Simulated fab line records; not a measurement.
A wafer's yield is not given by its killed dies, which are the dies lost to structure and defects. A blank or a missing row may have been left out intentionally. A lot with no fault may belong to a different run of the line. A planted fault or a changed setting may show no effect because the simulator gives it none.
The tool behind it: which one? | flow n5_finfet | 10 lots, 28 wafers sampled, at 2 steps of a route of 1938

== WHAT EACH GAUGE READ, for each wafer ==
N5_BEOL_M12_INSPECT_12: inspects for defects (macro). Usual: raw_defect_count 2.0, standard deviation 1.2.
lot  | measured     | on                | raw_defect_count | flag
L978 | day 10 07:23 | defect_inspect-02 | 3 1 1            |
L979 | day 10 13:53 | defect_inspect-01 | 2 2 2            |
L983 | day 12 01:46 | defect_inspect-02 | 0 1 1            |
L985 | day 12 18:49 | defect_inspect-02 | 3 2 2            |
L986 | day 13 00:11 | defect_inspect-01 | 3 0 1            |
L989 | day 13 04:54 | defect_inspect-02 | 3 1 3            |
L999 | day 15 18:42 | defect_inspect-01 | 1 1              |
L998 | day 15 19:02 | defect_inspect-02 | 2 2 1            |
L997 | day 15 19:57 | defect_inspect-02 | 2 1              |
L100 | day 16 03:17 | defect_inspect-01 | 3 0 3            |

== WHAT TOOL EACH LOT RAN ON (gives the tool, then ch and the chambers of the sampled wafers, and finally the start) ==
lot  | N5_BEOL_M11_PRE_CLEAN_45
L978 | pvd_sputter-02, day 10 05:03
L979 | pvd_sputter-02, day 10 10:23
L983 | pvd_sputter-03, day 11 22:50
L985 | pvd_sputter-01, day 12 13:14
L986 | pvd_sputter-01, day 12 21:36
L989 | pvd_sputter-03, day 13 02:35
L999 | pvd_sputter-03, day 15 15:46
L998 | pvd_sputter-02, day 15 16:37
L997 | pvd_sputter-02, day 15 17:44
L100 | pvd_sputter-01, day 16 00:56
- N5_BEOL_M11_PRE_CLEAN_45: time 30 s.

== WHAT THE TOOLS THEMSELVES READ (means of the sampled wafers that have a number; where no wafer has one, the mark that the record gives instead) ==
N5_BEOL_M11_PRE_CLEAN_45. Usual: heater_power_w 320 W, standard deviation 30.
lot  | tool           | heater_power_w (W) | flag
L978 | pvd_sputter-02 | 313                |
L979 | pvd_sputter-02 | 305                |
L983 | pvd_sputter-03 | 334                |
L985 | pvd_sputter-01 | 307                |
L986 | pvd_sputter-01 | 316                |
L989 | pvd_sputter-03 | 315                |
L999 | pvd_sputter-03 | 331                |
L998 | pvd_sputter-02 | 294                |
L997 | pvd_sputter-02 | 310                |
L100 | pvd_sputter-01 | 320                |

== THE ANSWER, worked out from the rows above alone ==
Rule: take the mean of a lot's wafers that have a number; if it is more than 3 standard deviations from the usual mean, the lot is off. Also off: a lot with no number at a reading for which 4 or more lots have one. All remaining lots with rows at the step are treated as sound. The gauges are gone through in route order, then the tools' own readings, and for those a lot's mean is taken as printed above. At the first step where some lot is off, the reading lying furthest off is the one used; lots without a number count as furthest.
Across all readings shown, no lot is off: no conclusion can be drawn from this.

== WHAT THE SIMULATOR PUT IN ==
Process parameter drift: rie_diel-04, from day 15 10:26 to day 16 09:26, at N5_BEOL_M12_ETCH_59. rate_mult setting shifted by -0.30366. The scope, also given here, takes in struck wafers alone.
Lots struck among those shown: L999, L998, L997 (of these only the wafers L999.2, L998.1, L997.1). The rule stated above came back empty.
